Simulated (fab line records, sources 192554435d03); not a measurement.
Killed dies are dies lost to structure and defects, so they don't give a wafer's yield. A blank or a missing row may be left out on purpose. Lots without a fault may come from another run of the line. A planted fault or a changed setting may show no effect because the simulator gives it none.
Which tool did it? | flow n5_finfet | 24 lots, 72 wafers sampled, at 5 steps of a route of 1938

WHAT THE GAUGES READ, wafer by wafer
N5_BEOL_M10_CD_MEAS_18: pitch 140 nm, target cd 70 nm. Usual: cd_nm 70.0 nm, standard deviation 0.57.
lot  | measured     | on        | cd_nm (nm)     | flag
L074 | day 11 15:51 | cd_sem-01 | 69.7 70.1 70.4 |
L076 | day 11 20:30 | cd_sem-01 | 70.2 69.9 70.1 |
L075 | day 11 20:32 | cd_sem-02 | 69.7 69.8 70.1 |
L078 | day 12 16:21 | cd_sem-03 | 69.4 70.5 69.6 |
L077 | day 12 21:28 | cd_sem-02 | 70.0 70.7 69.9 |
L080 | day 12 22:00 | cd_sem-02 | 69.8 69.9 70.1 |
L081 | day 12 22:15 | cd_sem-02 | 69.8 69.0 69.7 |
L079 | day 13 03:37 | cd_sem-02 | 69.8 69.7 69.3 |
L083 | day 13 17:46 | cd_sem-02 | 69.4 69.4 70.5 |
L082 | day 14 00:22 | cd_sem-03 | 69.5 69.8 69.7 |
L084 | day 14 03:47 | cd_sem-02 | 71.0 70.0 70.5 |
L085 | day 14 11:17 | cd_sem-01 | 70.5 70.7 71.5 |
L086 | day 14 11:25 | cd_sem-03 | 70.6 70.9 69.8 |
L089 | day 14 17:17 | cd_sem-03 | 70.2 70.6 69.5 |
L087 | day 14 20:25 | cd_sem-03 | 70.1 70.2 70.1 |
L088 | day 15 09:10 | cd_sem-03 | 69.7 68.8 69.4 |
L090 | day 15 16:14 | cd_sem-01 | 70.6 71.0 70.5 |
L091 | day 15 16:21 | cd_sem-01 | 68.7 69.6 69.1 |
L093 | day 15 16:24 | cd_sem-02 | 69.5 69.8 70.1 |
L092 | day 15 17:14 | cd_sem-01 | 69.7 70.5 70.4 |
L094 | day 16 07:01 | cd_sem-01 | 70.4 70.1 70.7 |
L095 | day 17 05:08 | cd_sem-02 | 70.6 70.7 70.3 |
L096 | day 17 07:58 | cd_sem-01 | 70.8 70.3 70.3 |
L097 | day 17 23:28 | cd_sem-02 | 69.8 69.8 69.4 |

N5_BEOL_M11_OVL_MEAS_29. Usual: V10_OVL -0.1 nm, standard deviation 0.66.
lot  | measured     | on         | V10_OVL (nm)   | flag
L074 | day 12 03:25 | overlay-01 | -1.3 -0.2 0.4  |
L076 | day 12 14:21 | overlay-01 | -0.6 -0.5 -0.6 |
L075 | day 12 17:50 | overlay-01 | -0.1 0.3 0.3   |
L078 | day 13 05:42 | overlay-02 | -0.4 -0.2 0.6  |
L077 | day 13 10:23 | overlay-01 | -0.2 -0.3 -0.1 |
L080 | day 13 10:13 | overlay-01 | -0.9 0.4 -0.4  |
L081 | day 13 10:26 | overlay-02 | -1.0 0.1 -0.8  |
L079 | day 13 12:23 | overlay-02 | -0.4 -0.6 -1.0 |
L083 | day 14 03:22 | overlay-02 | 0.7 0.4 -0.1   |
L082 | day 14 09:28 | overlay-02 | 0.8 -0.6 -0.4  |
L084 | day 14 12:57 | overlay-02 | -1.0 -0.2 -1.1 |
L085 | day 14 21:01 | overlay-01 | -0.6 0.9 0.0   |
L086 | day 14 18:56 | overlay-02 | -0.4 -0.7 -0.1 |
L089 | day 15 04:01 | overlay-01 | 1.1 0.1 -0.2   |
L087 | day 15 04:11 | overlay-01 | -0.2 0.3 0.9   |
L088 | day 15 19:29 | overlay-02 | 1.0 -1.1 0.3   |
L090 | day 16 04:03 | overlay-01 | -0.2 0.7 0.9   |
L091 | day 16 06:14 | overlay-01 | 0.5 0.3 0.0    |
L093 | day 16 07:01 | overlay-01 | 0.3 -0.6 0.8   |
L092 | day 16 05:13 | overlay-01 | -1.7 -1.5 0.1  |
L094 | day 16 15:46 | overlay-02 | 0.7 0.6 0.1    |
L095 | day 17 16:29 | overlay-02 | -0.7 -0.2 -0.4 |
L096 | day 17 19:16 | overlay-01 | 1.1 0.8 0.2    |
L097 | day 18 14:54 | overlay-01 | -1.4 -0.1 -0.3 |

N5_BEOL_M12_CD_MEAS_10: target cd 140 nm. Usual: cd_nm 139.9 nm, standard deviation 1.2.
lot  | measured     | on        | cd_nm (nm)        | flag
L074 | day 12 07:58 | cd_sem-03 | 141.1 141.3 139.9 |
L076 | day 12 20:11 | cd_sem-02 | 141.4 140.9 139.6 |
L075 | day 12 22:19 | cd_sem-01 | 138.4 139.3 138.5 |
L078 | day 13 10:18 | cd_sem-01 | 142.0 140.5 141.8 |
L077 | day 13 13:56 | cd_sem-02 | 139.3 138.6 139.9 |
L080 | day 13 13:19 | cd_sem-01 | 139.9 140.2 141.0 |
L081 | day 13 13:47 | cd_sem-01 | 141.0 142.5 141.5 |
L079 | day 13 16:38 | cd_sem-02 | 137.1 137.5 138.2 |
L083 | day 14 07:27 | cd_sem-02 | 137.2 138.2 139.1 |
L082 | day 14 13:11 | cd_sem-02 | 139.7 139.0 139.6 |
L084 | day 14 16:52 | cd_sem-03 | 139.9 139.3 140.2 |
L085 | day 15 01:58 | cd_sem-01 | 138.4 138.2 141.1 |
L086 | day 14 22:36 | cd_sem-02 | 141.4 140.1 138.7 |
L089 | day 15 07:46 | cd_sem-01 | 139.3 140.2 140.2 |
L087 | day 15 09:12 | cd_sem-02 | 139.9 140.2 139.7 |
L088 | day 15 22:58 | cd_sem-02 | 142.4 139.0 139.9 |
L090 | day 16 09:07 | cd_sem-03 | 138.5 140.6 141.3 |
L091 | day 16 10:31 | cd_sem-01 | 139.7 141.2 140.5 |
L093 | day 16 10:41 | cd_sem-02 | 139.8 141.2 140.0 |
L092 | day 16 09:26 | cd_sem-01 | 138.5 139.0 137.9 |
L094 | day 16 21:20 | cd_sem-01 | 142.3 140.7 141.2 |
L095 | day 17 20:37 | cd_sem-02 | 140.0 139.8 139.4 |
L096 | day 18 00:26 | cd_sem-01 | 139.9 137.8 140.4 |
L097 | day 18 18:49 | cd_sem-03 | 141.4 140.5 141.2 |

WHICH TOOL RAN EACH LOT (tool, then ch and the chambers of the sampled wafers, then the start)
lot  | N5_BEOL_M10_STRIP_77                          | N5_BEOL_M11_CMP_52
L074 | rie_diel-03 ch 1,3, day 12 03:25 or earlier   | cmp-01 ch 0,2, day 12 06:55
L076 | rie_diel-01 ch 2,3, day 12 14:21 or earlier   | cmp-04 ch 0,2,3, day 12 19:08
L075 | rie_diel-04 ch 0,2,3, day 12 17:50 or earlier | cmp-02 ch 0,1,3, day 12 21:13
L078 | rie_diel-04 ch 1,2,3, day 13 05:42 or earlier | cmp-01 ch 0,1,3, day 13 09:25
L077 | rie_diel-01 ch 1,2, day 13 10:23 or earlier   | cmp-04 ch 0,1,2, day 13 12:44
L080 | rie_diel-03 ch 0,1,2, day 13 10:13 or earlier | cmp-02 ch 0,1,2, day 13 12:24
L081 | rie_diel-04 ch 0,1,2, day 13 10:26 or earlier | cmp-01 ch 0,3, day 13 12:43
L079 | rie_diel-04 ch 1,2, day 13 12:23 or earlier   | cmp-04 ch 2,3, day 13 15:45
L083 | rie_diel-04 ch 0,2,3, day 14 03:22 or earlier | cmp-02 ch 2,3, day 14 06:24
L082 | rie_diel-03 ch 0,1,3, day 14 09:28 or earlier | cmp-01 ch 2,3, day 14 12:09
L084 | rie_diel-04 ch 0,2,3, day 14 12:57 or earlier | cmp-01 ch 0,1,2, day 14 15:59
L085 | rie_diel-01 ch 1,3, day 14 21:01 or earlier   | cmp-01 ch 0,1,2, day 15 01:00
L086 | rie_diel-04 ch 0,2, day 14 18:56 or earlier   | cmp-01 ch 2,3, day 14 21:43
L089 | rie_diel-04 ch 1,2, day 15 04:01 or earlier   | cmp-01 ch 0,2,3, day 15 06:53
L087 | rie_diel-01 ch 1,2,3, day 15 04:11 or earlier | cmp-04 ch 0,1,2, day 15 08:23
L088 | rie_diel-01 ch 0,1, day 15 19:29 or earlier   | cmp-02 ch 1,2,3, day 15 22:04
L090 | rie_diel-04 ch 0,1,2, day 16 04:03 or earlier | cmp-04 ch 2,3, day 16 08:04
L091 | rie_diel-01 ch 0,1,2, day 16 06:14 or earlier | cmp-02 ch 0,2,3, day 16 09:28
L093 | rie_diel-01 ch 1,2,3, day 16 07:01 or earlier | cmp-04 ch 0,1,2, day 16 09:46
L092 | rie_diel-04 ch 1,2, day 16 05:13 or earlier   | cmp-01 ch 0,1,2, day 16 08:24
L094 | rie_diel-03 ch 1,2, day 16 15:46 or earlier   | cmp-02 ch 1,2,3, day 16 20:29
L095 | rie_diel-01 ch 0,1,2, day 17 16:29 or earlier | cmp-01 ch 1,2, day 17 19:42
L096 | rie_diel-03 ch 1,2,3, day 17 19:16 or earlier | cmp-04 ch 1,3, day 17 23:20
L097 | rie_diel-01 ch 1,2,3, day 18 14:54 or earlier | cmp-01 ch 0,2,3, day 18 17:52
- N5_BEOL_M10_STRIP_77: strips in N2/H2, time 10 s.
- N5_BEOL_M11_CMP_52: polishes, stops on SiCOH lowk, t overpolish 7 s, target thk 140 nm.

WHAT THE TOOLS THEMSELVES READ (means of the sampled wafers that have a number; where no wafer has one, the mark that the record gives instead)
N5_BEOL_M10_STRIP_77. Usual: drypump_motor_current_A 5.6 A, standard deviation 0.5; oes_product_au 0.82 a.u., standard deviation 0.057; rf_vpp_V 59.3 V, standard deviation 0.91; showerhead_plenum_p_Torr 2.59 Torr, standard deviation 0.099; temp_c 40.01 C, standard deviation 0.12; throttle_valve_pct 23.62 %, standard deviation 0.18.
lot  | tool        | drypump_motor_current_A (A) | oes_product_au (a.u.) | rf_vpp_V (V) | showerhead_plenum_p_Torr (Torr) | temp_c (C) | throttle_valve_pct (%) | flag
L074 | rie_diel-03 | 5.9                         | 0.79                  | 59.9         | 2.66                            | 39.97      | 23.86                  |
L076 | rie_diel-01 | 5.7                         | 0.86                  | 59.5         | 2.62                            | 40.06      | 23.63                  |
L075 | rie_diel-04 | 5.8                         | 0.85                  | 60.1         | 2.57                            | 39.97      | 23.53                  |
L078 | rie_diel-04 | 5.7                         | 0.84                  | 59.5         | 2.64                            | 40.08      | 23.54                  |
L077 | rie_diel-01 | 5.2                         | 0.84                  | 60.0         | 2.68                            | 40.00      | 23.59                  |
L080 | rie_diel-03 | 5.8                         | 0.81                  | 58.8         | 2.52                            | 40.05      | 23.63                  |
L081 | rie_diel-04 | 5.5                         | 0.81                  | 59.6         | 2.57                            | 39.89      | 23.57                  |
L079 | rie_diel-04 | 5.4                         | 0.81                  | 59.1         | 2.64                            | 40.14      | 23.56                  |
L083 | rie_diel-04 | 5.8                         | 0.83                  | 59.6         | 2.56                            | 39.92      | 23.55                  |
L082 | rie_diel-03 | 5.6                         | 0.79                  | 59.5         | 2.58                            | 40.06      | 23.71                  |
L084 | rie_diel-04 | 5.8                         | 0.82                  | 59.3         | 2.56                            | 40.01      | 23.56                  |
L085 | rie_diel-01 | 5.9                         | 0.82                  | 60.0         | 2.54                            | 39.95      | 23.78                  |
L086 | rie_diel-04 | 5.6                         | 0.79                  | 59.1         | 2.48                            | 39.96      | 23.60                  |
L089 | rie_diel-04 | 5.8                         | 0.77                  | 58.8         | 2.58                            | 39.88      | 23.49                  |
L087 | rie_diel-01 | 5.6                         | 0.83                  | 59.3         | 2.61                            | 40.03      | 23.68                  |
L088 | rie_diel-01 | 5.5                         | 0.77                  | 60.2         | 2.58                            | 39.99      | 23.51                  |
L090 | rie_diel-04 | 5.5                         | 0.79                  | 59.6         | 2.55                            | 39.92      | 23.59                  |
L091 | rie_diel-01 | 5.4                         | 0.79                  | 59.7         | 2.63                            | 40.01      | 23.55                  |
L093 | rie_diel-01 | 5.6                         | 0.82                  | 59.4         | 2.60                            | 40.06      | 23.68                  |
L092 | rie_diel-04 | 5.8                         | 0.76                  | 59.8         | 2.58                            | 40.00      | 23.52                  |
L094 | rie_diel-03 | 6.1                         | 0.84                  | 59.9         | 2.68                            | 40.00      | 23.73                  |
L095 | rie_diel-01 | 5.4                         | 0.78                  | 59.1         | 2.62                            | 39.86      | 23.58                  |
L096 | rie_diel-03 | 5.5                         | 0.90                  | 59.9         | 2.65                            | 40.09      | 23.75                  |
L097 | rie_diel-01 | 5.6                         | 0.79                  | 58.5         | 2.59                            | 40.03      | 23.72                  |

N5_BEOL_M11_CMP_52. Usual: barrier_field_endpoint_s 29.1 s, standard deviation 0.72; motor_current_A 5.7 A, standard deviation 0.59; overpolish_run_s 7.001 s, standard deviation 0.01; pad_life_wafers 1056, standard deviation 630; slurry_filter_dp_kPa 13.50 kPa, standard deviation 0.12; time_to_endpoint_s 67.6 s, standard deviation 2.6.
lot  | tool   | barrier_field_endpoint_s (s) | motor_current_A (A) | overpolish_run_s (s) | pad_life_wafers | slurry_filter_dp_kPa (kPa) | time_to_endpoint_s (s) | flag
L074 | cmp-01 | 29.9                         | 5.1                 | 7.008                | 1075            | 13.55                      | 70.8                   |
L076 | cmp-04 | 29.6                         | 5.4                 | 7.010                | 1802            | 13.58                      | 68.5                   |
L075 | cmp-02 | 28.5                         | 6.6                 | 6.999                | 200             | 13.45                      | 63.8                   |
L078 | cmp-01 | 29.6                         | 5.8                 | 7.002                | 1316            | 13.42                      | 67.0                   |
L077 | cmp-04 | 29.3                         | 5.7                 | 6.981                | 1946            | 13.55                      | 67.4                   |
L080 | cmp-02 | 28.3                         | 6.1                 | 6.995                | 314             | 13.47                      | 66.4                   |
L081 | cmp-01 | 29.6                         | 5.6                 | 7.000                | 1346            | 13.53                      | 70.2                   |
L079 | cmp-04 | 29.7                         | 5.8                 | 6.996                | 1975            | 13.59                      | 70.1                   |
L083 | cmp-02 | 29.0                         | 6.1                 | 6.997                | 456             | 13.52                      | 68.5                   |
L082 | cmp-01 | 30.0                         | 5.1                 | 7.005                | 1548            | 13.52                      | 68.9                   |
L084 | cmp-01 | 29.2                         | 5.6                 | 7.006                | 1586            | 13.59                      | 69.0                   |
L085 | cmp-01 | 28.6                         | 5.4                 | 6.998                | 1670            | 13.46                      | 65.6                   |
L086 | cmp-01 | 30.0                         | 5.1                 | 7.006                | 1634            | 13.57                      | 70.8                   |
L089 | cmp-01 | 28.6                         | 5.4                 | 6.992                | 1718            | 13.63                      | 66.4                   |
L087 | cmp-04 | 29.4                         | 5.6                 | 6.995                | 237             | 13.46                      | 66.9                   |
L088 | cmp-02 | 28.2                         | 6.3                 | 7.005                | 752             | 13.35                      | 63.1                   |
L090 | cmp-04 | 29.7                         | 5.5                 | 6.998                | 432             | 13.59                      | 72.0                   |
L091 | cmp-02 | 29.0                         | 5.8                 | 7.003                | 841             | 13.43                      | 65.6                   |
L093 | cmp-04 | 28.5                         | 5.6                 | 6.996                | 458             | 13.38                      | 66.2                   |
L092 | cmp-01 | 28.1                         | 5.6                 | 6.997                | 1940            | 13.33                      | 64.8                   |
L094 | cmp-02 | 28.8                         | 6.5                 | 6.996                | 908             | 13.50                      | 64.8                   |
L095 | cmp-01 | 28.9                         | 5.2                 | 7.003                | 104             | 13.44                      | 67.4                   |
L096 | cmp-04 | 30.1                         | 6.2                 | 6.999                | 763             | 13.52                      | 68.0                   |
L097 | cmp-01 | 29.3                         | 5.3                 | 7.008                | 314             | 13.46                      | 69.0                   |

THE ANSWER, worked out from the rows above alone
Rule: a lot is off if the mean of its wafers that have a number lies more than 3 standard deviations from the usual mean. A lot without any number at a reading at which 4 lots or more have one is off too. The other lots that the step has rows for count as sound. The gauges are gone through in route order, then the tools' own readings, and for those a lot's mean is taken as printed above. The first step at which some lot is off is used, and at that step the reading that is off furthest; a lot without a number counts as furthest.
No lot is off at any reading shown: from this, nothing can be told.

WHAT THE SIMULATOR HAD PUT IN
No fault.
